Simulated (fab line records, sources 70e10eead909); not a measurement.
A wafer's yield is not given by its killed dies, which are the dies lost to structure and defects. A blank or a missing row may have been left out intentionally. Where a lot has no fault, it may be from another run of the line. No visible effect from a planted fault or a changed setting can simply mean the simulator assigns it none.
What tool caused it?	flow nand-harc	Sampling: 13 lots, 38 wafers, 2 of 1159 route steps

== WHAT EACH GAUGE READ, for each wafer ==
NHARC_A_CONTACT_CD_MEAS_69: the cd target is 200 nm.
lot	measured	on	cd-nm (nm)
L464	day 16 19:41	cd-sem-03	199.1 200.8 200.4
L465	day 17 00:46	cd-sem-02	200.2 200.9 199.5
L466	day 17 06:23	cd-sem-03	201.4 200.3 200.7
L467	day 17 18:21	cd-sem-02	199.7 199.7 199.4
L472	day 18 18:07	cd-sem-02	200.1 200.7 200.0
L475	day 19 08:41	cd-sem-02	199.2 200.8
L473	day 19 10:41	cd-sem-01	200.4 201.2 201.7
L479	day 20 13:29	cd-sem-01	201.0 200.1 199.9
L484	day 20 20:08	cd-sem-03	200.5 200.4 200.8
L481	day 20 23:38	cd-sem-02	200.8 201.4 201.6
L487	day 22 12:15	cd-sem-02	199.6 199.8 201.6
L485	day 22 16:09	cd-sem-03	202.0 200.7 201.4
L486	day 22 18:15	cd-sem-01	199.2 199.0 200.0

== WHICH TOOL RAN EACH LOT (tool, then ch and the chambers of the sampled wafers, then the start) ==
lot	NHARC_A_CONTACT_ETCH_119
L464	har-cap-etch-02 ch 0,1, day 16 13:52
L465	har-cap-etch-03 ch 0,1, day 16 19:46
L466	har-cap-etch-02 ch 0, day 17 00:15
L467	har-cap-etch-02 ch 0,1, day 17 13:11
L472	har-cap-etch-03 ch 0,1, day 18 12:06
L475	har-cap-etch-02 ch 0,1, day 19 02:14
L473	har-cap-etch-01 ch 1, day 19 06:01
L479	har-cap-etch-01 ch 0,1, day 20 09:02
L484	har-cap-etch-03 ch 0, day 20 15:33
L481	har-cap-etch-01 ch 0, day 20 19:10
L487	har-cap-etch-02 ch 0,1, day 22 06:22
L485	har-cap-etch-03 ch 0,1, day 22 11:29
L486	har-cap-etch-01 ch 0,1, day 22 12:47
- NHARC_A_CONTACT_ETCH_119: etches the open film in C4F8/O2/Ar, time 94 s, target depth 922 nm.

== AS READ BY THE TOOLS THEMSELVES (means over the sampled wafers that have a number; for cases with no such wafer, the mark the record gives instead) ==
NHARC_A_CONTACT_ETCH_119.
lot	tool	oes-air-line-au (a.u.)
L464	har-cap-etch-02	1.003
L465	har-cap-etch-03	1.002
L466	har-cap-etch-02	1.003
L467	har-cap-etch-02	1.022
L472	har-cap-etch-03	1.005
L475	har-cap-etch-02	0.988
L473	har-cap-etch-01	1.007
L479	har-cap-etch-01	1.001
L484	har-cap-etch-03	1.013
L481	har-cap-etch-01	1.007
L487	har-cap-etch-02	1.017
L485	har-cap-etch-03	0.998
L486	har-cap-etch-01	1.018

== THE ANSWER, worked out from the rows above alone ==
Rule: the lots themselves supply what counts as usual. The widest of any qualifying gaps counts: lots, ordered by their means at a reading, are off when they make up no more than a third of the lots, leave a main group of 4 or more, and stand apart from it by 3 or more times the standard deviation of that group's means. The tables above print the reading to a certain number of digits; a main group whose means all agree to those digits is not used. Also off: a lot with no number at a reading for which 4 or more lots have one. Any other lot the step has rows for is counted as sound. The gauges are gone through in route order, then the tools' own readings, and for those a lot's mean is taken as printed above. At the first step where some lot is off, the reading lying furthest off is the one used; lots without a number count as furthest.
No lot is off at any reading shown: from this, nothing can be told.

== WHAT THE SIMULATOR HAD INSERTED ==
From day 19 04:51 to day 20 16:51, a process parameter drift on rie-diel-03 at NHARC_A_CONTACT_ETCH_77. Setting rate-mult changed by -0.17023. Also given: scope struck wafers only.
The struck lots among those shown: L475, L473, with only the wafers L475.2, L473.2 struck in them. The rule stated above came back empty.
